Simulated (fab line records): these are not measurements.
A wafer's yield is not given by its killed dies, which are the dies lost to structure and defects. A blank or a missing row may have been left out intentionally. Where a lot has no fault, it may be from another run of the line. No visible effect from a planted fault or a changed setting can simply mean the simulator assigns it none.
Chamber matching + flow nand harc + cmp-02 running NHARC_A_STAIRCASE_CMP_450: 4 sister chambers
The step polishes SiO2, target thk 200 nm. 20 wafers are shown with their chamber, then 10 later ones without.

== WAFERS PAIRED WITH THEIR CHAMBERS ==
| wafer  | chamber | motor current A (A) | slurry flow ml min |
|--------|---------|---------------------|--------------------|
| L075.1 | 2       | 13.9                | 149.9              |
| L075.3 | 0       | 11.7                | 150.2              |
| L075.5 | 1       | 10.3                | 149.9              |
| L081.1 | 2       | 14.2                | 150.3              |
| L081.3 | 1       | 10.7                | 149.6              |
| L081.5 | 0       | 11.5                | 149.7              |
| L080.1 | 1       | 11.1                | 149.7              |
| L080.5 | 3       | 11.6                | 149.8              |
| L080.6 | 2       | 13.9                | 150.2              |
| L082.2 | 0       | 11.4                | 150.2              |
| L082.4 | 3       | 10.8                | 149.5              |
| L082.5 | 1       | 11.1                | 149.8              |
| L079.1 | 3       | 11.9                | 149.9              |
| L079.2 | 1       | 10.7                | 150.4              |
| L079.6 | 0       | 10.9                | 149.7              |
| L087.2 | 1       | 11.5                | 150.9              |
| L087.3 | 2       | 14.8                | 149.0              |
| L087.4 | 0       | 11.3                | 149.8              |
| L090.2 | 3       | 11.2                | 150.0              |
| L090.4 | 2       | 13.9                | 150.7              |

SIGNATURES (averages over the wafers above)
| reading            | chamber 0 | chamber 1 | chamber 2 | chamber 3 | scatter within a chamber |
|--------------------|-----------|-----------|-----------|-----------|--------------------------|
| motor current A    | 11.360    | 10.900    | 14.140    | 11.375    | 0.398                    |
| slurry flow ml min | 149.920   | 150.050   | 150.020   | 149.800   | 0.454                    |
Rule: for a wafer and a chamber, the distance is found by dividing, reading by reading, the gap between the wafer's reading and the chamber's mean by the reading's scatter, squaring, summing and taking the root. If the next closest chamber is less than 2 further off than the closest, the wafer can't be placed; otherwise it belongs to the closest. How the scatter is found: for the shown wafers, subtract from each reading the mean of its chamber, square and add these, divide the total by (wafers less chambers), then take the root.

== WAFERS WITH NO CHAMBER GIVEN ==
| wafer  | motor current A (A) | slurry flow ml min |
|--------|---------------------|--------------------|
| L090.5 | 14.3                | 150.4              |
| L092.1 | 14.2                | 150.7              |
| L092.3 | 11.2                | 150.0              |
| L092.5 | 11.0                | 149.7              |
| L093.1 | 10.9                | 150.4              |
| L093.3 | 10.9                | 149.9              |
| L093.4 | 10.9                | 149.5              |
| L094.1 | 11.6                | 149.7              |
| L094.2 | 14.3                | 150.7              |
| L094.5 | 11.5                | 149.3              |

== WHICH CHAMBER EACH WENT THROUGH ==
| wafer  | from the rows above          | in truth |
|--------|------------------------------|----------|
| L090.5 | 2                            | 2        |
| L092.1 | 2                            | 2        |
| L092.3 | can't be placed: 0 or 3 or 1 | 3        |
| L092.5 | can't be placed: 1 or 3 or 0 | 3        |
| L093.1 | can't be placed: 1 or 0 or 3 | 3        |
| L093.3 | can't be placed: 1 or 0 or 3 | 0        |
| L093.4 | can't be placed: 1 or 3 or 0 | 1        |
| L094.1 | can't be placed: 3 or 0 or 1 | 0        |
| L094.2 | 2                            | 2        |
| L094.5 | can't be placed: 3 or 0 or 1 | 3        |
Correctly placed: 3 of 10. These rows do not allow placing 7 (true chamber among the candidates in 7). Wrongly placed: 0.
